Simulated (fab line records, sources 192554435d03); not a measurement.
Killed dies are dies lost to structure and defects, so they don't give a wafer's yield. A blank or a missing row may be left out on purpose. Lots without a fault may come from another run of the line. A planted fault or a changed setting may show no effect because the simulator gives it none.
Which tool did it? | flow n5_finfet | 11 lots, 33 wafers sampled, at 1 step of a route of 1938

WHAT THE GAUGES READ, wafer by wafer
N5_BEOL_M8_INSPECT_13: inspects for defects (brightfield).
lot  | measured     | on                | raw_defect_count
L908 | day 8 23:16  | defect_inspect-01 | 379 364 400
L907 | day 8 23:37  | defect_inspect-01 | 504 309 383
L909 | day 9 17:32  | defect_inspect-02 | 343 257 387
L910 | day 10 01:15 | defect_inspect-02 | 351 350 328
L914 | day 11 01:02 | defect_inspect-02 | 366 836 379
L915 | day 11 07:31 | defect_inspect-01 | 390 383 283
L919 | day 12 06:29 | defect_inspect-01 | 395 448 407
L920 | day 12 14:29 | defect_inspect-02 | 303 430 275
L927 | day 14 21:29 | defect_inspect-01 | 468 754 529
L928 | day 15 06:04 | defect_inspect-02 | 533 544 448
L929 | day 15 13:26 | defect_inspect-02 | 327 308 305

WHICH TOOL RAN EACH LOT (tool, then ch and the chambers of the sampled wafers, then the start)
The record holds no process step before these readings.

WHAT THE TOOLS THEMSELVES READ (means of the sampled wafers that have a number; where no wafer has one, the mark that the record gives instead)
The record holds no such reading with a usual standard deviation.

THE ANSWER, worked out from the rows above alone
Rule: what is usual is taken from the lots themselves. Put in order of their means at a reading, lots are off if they are a third of the lots or fewer, leave a main group of 4 or more, and stand apart from it by a gap of 3 or more times the standard deviation of the main group's means; of several such gaps the widest counts. A main group whose means are all the same, to the digits that the tables above print for the reading, isn't used. A lot without any number at a reading at which 4 lots or more have one is off too. The other lots that the step has rows for count as sound. The gauges are gone through in route order, then the tools' own readings, and for those a lot's mean is taken as printed above. The first step at which some lot is off is used, and at that step the reading that is off furthest; a lot without a number counts as furthest.
No lot is off at any reading shown: from this, nothing can be told.

WHAT THE SIMULATOR HAD PUT IN
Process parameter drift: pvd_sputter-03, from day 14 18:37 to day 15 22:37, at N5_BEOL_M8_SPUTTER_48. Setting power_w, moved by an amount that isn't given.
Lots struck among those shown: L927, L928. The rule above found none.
